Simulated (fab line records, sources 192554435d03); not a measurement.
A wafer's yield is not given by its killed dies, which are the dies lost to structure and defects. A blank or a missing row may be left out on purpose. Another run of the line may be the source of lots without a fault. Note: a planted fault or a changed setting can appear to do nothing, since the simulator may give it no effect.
fab line records	flow n5Finfet
record: lots: 10	wafers: 27	lastDay: 17
route steps=1938 shown SDB@369 HKMG_FIN@388 BEOL_M4@1111
lots that met no fault: taken from a fault-free run of the same line
startH: hours from the record's opening day to when the first of the lot's shown wafers began	waitH: how many hours have passed since the lot's step before this one	" unchanged from the row above	L1.1+2: a single row standing in for several wafers	- no value present, or no start provided	* or withheld: withheld	< > ~ a bound
route shown NAME@n: names a module that has steps shown in the file, with the first one's number in the route	usual: mean/standard deviation taken from wafers without a fault	same: alike in all rows	chamber/n: place in a boat	sites: readings site by site	_std_site: standard deviation of those values	_edge_site: outer sites' mean less inner sites'	radiusMm: for every site, how far away it sits from the centre of the wafer	mask NAME#n: copy n	behind: tool/chamber where the wafer was last shaped	hold: reason for holding the lot/hours on hold/outcome of the hold	device: whichever transistor did not switch (one of n, p or np)	end of line: the same wafers' tests at the end of the route	where a step has no rows: the recipe by itself	killed: dies that structure and defects cost at the first sort, which is not the same as the wafer's yield	map: a wafer's dies, x killed, . not, _ none there
set.NAME: setting as actually run; set.NAME@STEP: the setting as run at that earlier step	model.NAME: the simulator's own value behind a step, which no gauge read
steps of the route over a sample of lots; a table a step, a row a wafer
services: the hour from which a tool's chamber was out of use, counted from the record's first day as startH (under 0 if before that day), plus the number of hours and why
== steps ==
step: N5_SDB_CUT_ETCH_26
recipe: chemistry: HBr/Cl2/O2	target: Si	targetDepthA: 1296	btTimeS: 20	maskMaterial: SiNx	timeS: 51.8	ionEnergyEv: *	biasW: *	pressureMtorr: 10	icpW: 800	HBr_flow_sccm: 150	Cl2_flow_sccm: 80	O2_flow_sccm: 12
usual: drypumpMotorCurrentA: 5.7/0.4	oesProductAu: 0.990/0.02	throttleValvePct: 37.00/0.22
lot.wafer	tool	chamber	startH	waitH	drypumpMotorCurrentA	oesProductAu	rfHoursCounterH	throttleValvePct
L806.1	rieSi-04	0	103.74	0.1	5.6	0.984	79	37.30
L806.4	"	2	"	"	5.6	0.968	89	37.12
L806.5	"	1	"	"	6.1	0.993	-	36.94
L807.3	rieSi-04	2	110.16	0.1	5.5	0.968	89	37.13
L807.5	"	1	"	"	6.2	0.995	-	36.93
L807.6	"	0	"	"	5.6	0.983	-	37.29
L808.1	rieSi-05	1	116.83	0.1	5.4	1.021	188	36.91
L808.2	"	2	"	"	5.9	1.013	1	36.64
L808.5	"	1	"	"	5.4	1.011	-	36.92
L809.2	rieSi-05	1	121.83	0.1	5.4	1.019	188	36.90
L809.3	"	3	"	"	6.2	0.988	140	36.78
L809.4	"	2	"	"	5.9	1.014	1	36.63
L811.1	rieSi-03	0	135.75	0.1	6.3	0.960	150	37.01
L811.2	"	3	"	"	5.2	1.011	56	36.67
L812.1	rieSi-03	0	139.72	0.1	6.3	0.956	150	37.00
L812.2	"	1	"	"	5.3	0.964	175	37.12
L813.1	rieSi-03	1	146.61	0.1	5.3	0.960	175	37.13
L813.6	"	2	"	"	6.2	0.976	-	37.26
L819.2	rieSi-05	1	179.20	0.1	5.4	1.020	190	36.90
L819.5	"	1	"	"	5.4	1.013	-	36.89
L819.6	"	0	"	"	5.1	1.006	-	36.86
L821.1	rieSi-05	1	192.85	0.1	5.4	1.016	190	36.92
L821.2	"	3	"	"	6.2	0.990	141	36.78
L821.6	"	2	"	"	5.9	1.017	-	36.63
L823.1	rieSi-04	3	203.99	0.1	6.0	1.004	17	37.30
L823.2	"	0	"	"	5.6	0.980	81	37.28
L823.5	"	0	"	"	5.7	0.972	-	37.28
step: N5_SDB_CMP_30
recipe: stopOn: poly-Si	tOverpolishS: 1.54	postCmpClean: alkalineBrush	downForcePsi: 4.1491	platenRpm: 51.796	padVelocityMS: 1.0306	targetThkNm: 30
usual: motorCurrentA: 12.3/1.2	overpolishRunS: 1.540/0.0092	platenRpm: 51.80/0.037	timeToEndpointS: 17.1/2.6
lot.wafer	tool	chamber	startH	waitH	motorCurrentA	overpolishRunS	platenRpm	timeToEndpointS
L806.4	cmp-02	1	106.65	1.4	13.5	1.537	51.83	18.6
L806.1	"	2	"	"	11.2	1.544	51.83	17.8
L806.5	"	1	"	"	13.1	1.532	51.82	17.5
L807.3	cmp-01	2	113.46	1.8	11.3	1.551	51.79	15.0
L807.6	"	3	"	"	14.5	1.532	51.79	14.9
L807.5	"	0	"	"	12.7	1.525	51.74	13.9
L808.1	cmp-01	1	119.98	1.6	11.8	1.536	51.78	20.1
L808.2	"	3	"	"	14.2	1.547	51.81	18.6
L808.5	"	1	"	"	12.0	1.544	51.84	16.9
L809.4	cmp-02	2	124.88	1.5	11.0	1.532	51.81	18.3
L809.2	"	3	"	"	11.5	1.538	51.85	15.6
L809.3	"	0	"	"	13.4	1.551	51.84	16.7
L811.1	cmp-01	0	138.71	1.4	12.1	1.526	51.81	14.1
L811.2	"	1	"	"	11.4	1.524	51.79	19.3
L812.1	cmp-02	0	142.63	1.4	13.4	1.539	51.79	16.7
L812.2	"	1	"	"	13.2	1.536	51.80	19.2
L813.1	cmp-02	3	149.86	1.7	11.0	1.531	51.82	15.3
L813.6	"	2	"	"	10.9	1.549	51.83	18.1
L819.2	cmp-03	1	182.32	1.5	10.7	1.529	51.88	22.1
L819.5	"	2	"	"	12.1	1.551	51.80	19.2
L819.6	"	3	"	"	12.9	1.542	51.80	16.5
L821.1	cmp-02	1	195.85	1.5	12.9	1.532	51.82	18.7
L821.2	"	2	"	"	11.7	1.549	51.89	18.6
L821.6	"	0	"	"	13.4	1.536	51.82	13.3
L823.2	cmp-02	3	206.91	1.4	11.6	1.541	51.81	17.5
L823.1	"	2	"	"	11.5	1.535	51.77	18.7
L823.5	"	0	"	"	13.5	1.541	51.79	15.8
step: N5_HKMG_FIN_ALD_74
recipe: material: La2O3	targetThkA: 5	tempC: 250	aldPrecursorFamily: La-Cp	aldCoReactant: O3	pulseTimeS: 6	coReactantPulseTimeS: 1	purgeTimeS: 3	coReactantPurgeTimeS: 3
usual: coReactantPulseTimeS: 1/0	heaterPowerW: 322/30	precursorPulseHeightRel: 1.002/0.017
lot.wafer	tool	chamber	startH	waitH	coReactantPulseTimeS	heaterPowerW	precursorPulseHeightRel
L806.1	aldHk-02	1	107.97	0.2	1	323	0.989
L806.4	"	2	"	"	1	276	1.008
L806.5	"	3	"	"	1	299	0.999
L807.3	aldHk-02	3	114.70	0.1	1	305	1.009
L807.5	"	1	"	"	1	331	1.012
L807.6	"	2	"	"	1	278	1.003
L808.1	aldHk-02	3	121.34	0.2	1	302	1.006
L808.2	"	1	"	"	1	319	0.975
L808.5	"	2	"	"	1	279	1.010
L809.2	aldHk-02	0	126.19	0.2	1	306	0.992
L809.3	"	3	"	"	1	312	0.996
L809.4	"	1	"	"	1	319	1.005
L811.1	aldHk-02	0	140.14	0.2	0.86426	312	1.001
L811.2	"	2	"	"	1	282	1.007
L812.1	aldHk-02	0	143.95	0.2	0.86426	315	1.005
L812.2	"	3	"	"	1	304	1.021
L813.1	aldHk-02	1	151.34	0.2	0.86426	323	1.016
L813.6	"	1	"	"	0.86426	323	1.024
L819.2	aldHk-01	0	183.52	0.2	1	377	0.987
L819.5	"	3	"	"	1	300	0.983
L819.6	"	0	"	"	1	381	1.006
L821.1	aldHk-03	1	197.16	0.2	1	367	0.996
L821.2	"	0	"	"	1	357	0.996
L821.6	"	3	"	"	1	341	1.017
L823.1	aldHk-01	2	208.43	0.2	1	323	1.005
L823.2	"	1	"	"	1	361	0.999
L823.5	"	3	"	"	1	303	0.995
step: N5_HKMG_FIN_ETCH_55
recipe: chemistry: N2/H2	target: SOC	targetDepthA: 2400	tempC: 40	timeS: 300	ionEnergyEv: 200	maskMaterial: SiARC	pressureMtorr: 30	sourceW: 840	biasW: 150	n2FlowSccm: 200	h2FlowSccm: 200
usual: drypumpMotorCurrentA: 5.7/0.42	oesProductAu: 0.79/0.094	rfVppV: 523.0/2.2	showerheadPlenumPTorr: 2.51/0.074	throttleValvePct: 17.79/0.21
lot.wafer	tool	chamber	startH	waitH	drypumpMotorCurrentA	oesProductAu	rfHoursCounterH	rfVppV	showerheadPlenumPTorr	throttleValvePct
L806.1	rieDiel-06	2	108.57	0.0	5.6	0.68	231	521.6	2.41	17.85
L806.4	"	0	"	"	5.0	0.71	207	525.4	2.62	18.00
L806.5	"	2	"	"	5.6	0.67	-	522.7	2.41	17.84
L807.3	rieDiel-06	1	116.06	0.0	5.4	0.79	112	525.0	2.55	17.39
L807.5	"	2	"	"	5.6	0.68	-	520.8	2.41	17.84
L807.6	"	3	"	"	6.4	0.73	-	521.0	2.42	17.71
L808.1	rieDiel-03	0	122.07	0.0	6.1	0.84	79	522.1	2.46	17.69
L808.2	"	3	"	"	5.6	0.93	17	523.7	2.49	17.67
L808.5	"	2	"	"	6.2	0.78	-	521.2	2.45	17.95
L809.2	rieDiel-05	0	126.91	0.0	5.7	0.73	176	524.6	2.53	17.83
L809.3	"	3	"	"	5.2	0.68	249	522.0	2.50	18.19
L809.4	"	2	"	"	5.6	0.77	171	528.3	2.63	17.47
L811.1	rieDiel-06	2	140.90	0.0	5.7	0.67	244	519.8	2.41	17.87
L811.2	"	0	"	"	5.0	0.70	218	526.8	2.62	18.00
L812.1	rieDiel-06	3	144.55	0.0	6.4	0.72	183	520.2	2.42	17.72
L812.2	"	1	"	"	5.4	0.78	123	522.2	2.54	17.39
L813.1	rieDiel-05	2	152.09	0.0	5.7	0.75	181	526.1	2.63	17.51
L813.6	"	3	"	"	5.2	0.97	-	523.0	2.49	17.86
L819.2	rieDiel-03	0	184.44	0.0	6.1	0.82	105	522.4	2.45	17.74
L819.5	"	2	"	"	6.1	0.76	-	520.1	2.44	18.00
L819.6	"	1	"	"	5.3	0.97	-	525.5	2.60	17.87
L821.1	rieDiel-05	3	197.91	0.0	5.2	0.92	22	522.6	2.49	17.87
L821.2	"	2	"	"	5.7	0.74	192	527.1	2.62	17.50
L821.6	"	3	"	"	5.2	0.91	-	521.8	2.49	17.89
L823.1	rieDiel-03	3	209.26	0.0	5.6	0.86	52	524.7	2.48	17.72
L823.2	"	1	"	"	5.3	0.94	19	523.7	2.60	17.88
L823.5	"	2	"	"	6.2	0.74	-	520.8	2.44	18.03
step: N5_BEOL_M4_RC_MEAS_101
usual: DIBL_N: 35.8/1.8	DIBL_P: 35.6/2	IOFF_N: 0.148/0.028	IOFF_P: 0.20/0.034	ION_N: 672/12	ION_P: 462/8.5	SS_N: 71.2/0.65	SS_P: 73.1/0.67	VT_N: 251/3.3	VT_P: -251/3.8
lot.wafer	tool	chamber	startH	waitH	DIBL_N[mV/V]	DIBL_P[mV/V]	IOFF_N[nA/um]	IOFF_P[nA/um]	ION_N[uA/um]	ION_P[uA/um]	SS_N[mV/dec]	SS_P[mV/dec]	VT_N[mV]	VT_P[mV]
L807.3	prober-01	0	202.41	0.3	38.1	36.8	0.191	0.26	692	481	71.9	72.9	247	-244
L807.5	"	0	"	"	37.8	36.6	0.178	0.26	686	475	71.9	73.2	247	-242
L807.6	"	0	"	"	37.9	36.3	0.174	0.23	685	468	71.4	73.2	248	-246
L806.1	prober-02	0	203.75	0.0	33.2	32.1	0.111	0.16	667	459	70.4	72.0	254	-256
L806.4	"	0	"	"	34.2	33.6	0.129	0.19	674	467	70.5	72.8	250	-250
L806.5	"	0	"	"	34.0	32.3	0.116	0.16	655	453	70.5	72.6	254	-253
L808.1	prober-01	0	204.22	0.0	33.9	31.6	0.107	0.17	652	459	70.5	72.6	255	-251
L808.2	"	0	"	"	36.2	35.5	0.157	0.23	682	474	71.4	73.2	250	-246
L808.5	"	0	"	"	36.4	35.4	0.153	0.22	667	462	71.6	73.1	250	-247
L809.2	prober-02	0	218.26	0.2	34.6	34.3	0.121	0.19	663	457	70.1	73.5	253	-249
L809.3	"	0	"	"	35.9	35.7	0.136	0.21	674	467	71.3	72.8	252	-247
L809.4	"	0	"	"	35.2	34.7	0.137	0.19	677	468	70.8	72.4	250	-249
L811.1	prober-01	0	231.54	0.0	35.1	34.7	0.135	0.20	666	464	71.8	71.9	252	-247
L811.2	"	0	"	"	35.3	35.3	0.146	0.18	673	456	71.5	72.5	249	-251
L812.1	prober-01	0	242.14	0.0	35.6	36.3	0.158	0.24	679	472	71.1	73.5	248	-248
L812.2	"	0	"	"	34.6	35.0	0.145	0.18	681	462	71.2	72.8	251	-250
L813.1	prober-02	0	247.13	0.0	39.7	38.6	0.244	0.36	677	473	73.2	74.3	245	-239
L813.6	"	0	"	"	38.2	37.0	0.192	0.32	669	465	72.4	74.0	248	-244
L819.2	prober-02	0	273.91	0.2	36.9	35.4	0.152	0.17	679	453	70.9	73.3	251	-255
L819.5	"	0	"	"	36.9	36.1	0.153	0.18	675	451	71.9	72.9	252	-254
L819.6	"	0	"	"	35.5	35.7	0.140	0.18	682	465	71.0	73.2	251	-252
L821.1	prober-01	0	290.31	0.0	38.6	41.2	0.200	0.27	678	464	72.5	74.2	245	-247
L821.2	"	0	"	"	37.8	39.5	0.181	0.24	684	462	71.2	73.9	247	-249
L821.6	"	0	"	"	38.0	39.9	0.183	0.25	682	472	72.0	74.1	250	-247
L823.1	prober-02	0	310.71	0.0	34.5	34.1	0.145	0.19	673	471	70.7	72.4	249	-249
L823.2	"	0	"	"	35.1	35.6	0.163	0.21	687	470	70.5	72.9	246	-247
L823.5	"	0	"	"	35.3	35.2	0.164	0.21	692	469	70.9	72.9	247	-247
== services ==
tool	chamber	startH	hours	kind
cmp-03	-	88.78	63.6	repair
cmp-01	-	90.69	0.4	repair
rieDiel-06	3	94.68	12.9	repair
aldHk-02	-	102.69	0.2	repair
cmp-02	-	116.60	4.0	pm
cmp-02	-	120.60	-	consumableReplace:conditioner
cmp-02	-	120.60	-	consumableReplace:pad
cmp-02	-	136.64	2.2	repair
rieSi-03	2	140.05	1.3	repair
cmp-03	-	152.41	4.0	pm
cmp-01	-	153.65	4.2	pm
cmp-01	-	157.95	2.1	repair
rieDiel-06	2	158.01	-	clean
aldHk-03	-	167.10	2.8	pm
rieDiel-05	2	169.34	16.3	repair
rieDiel-05	0	170.33	5.8	repair
cmp-01	-	189.59	0.3	repair
cmp-01	-	193.67	4.0	pm
rieSi-05	1	199.86	-	clean
rieSi-05	1	199.86	15.2	scheduledDown
rieSi-05	1	199.86	15.2	ventCycle
cmp-03	-	203.49	4.3	repair
cmp-02	-	208.01	1.8	repair
rieSi-05	-	208.28	2.7	repair
== key ==
firstSign: step: N5_HKMG_FIN_ALD_74	reading: coReactantPulseTimeS	direction: down	sigmas: 99+	usual: *	struck: *
effect: step: N5_BEOL_M4_RC_MEAS_101	reading: IOFF_P	direction: up	sigmas: 2.3	usual: 0.20	struck: 0.28
metAt N5_HKMG_FIN_ALD_74
struckLots L811,L812,L813
struckWafers L811.1,L812.1,L813.1,L813.6
notActingAt N5_SDB_CUT_ETCH_26,N5_SDB_CMP_30,N5_HKMG_FIN_ETCH_55
onsetBetween 126.19 140.14
fault: kind: processParameterDrift	tool: aldHk-02	chamber: -	onsetH: 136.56	steps: N5_HKMG_FIN_ALD_74	channel: coReactantPulseTimeS	offset: *	shape: step	endH: 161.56	scope: struckWafersOnly	actsIn: *	stated: *
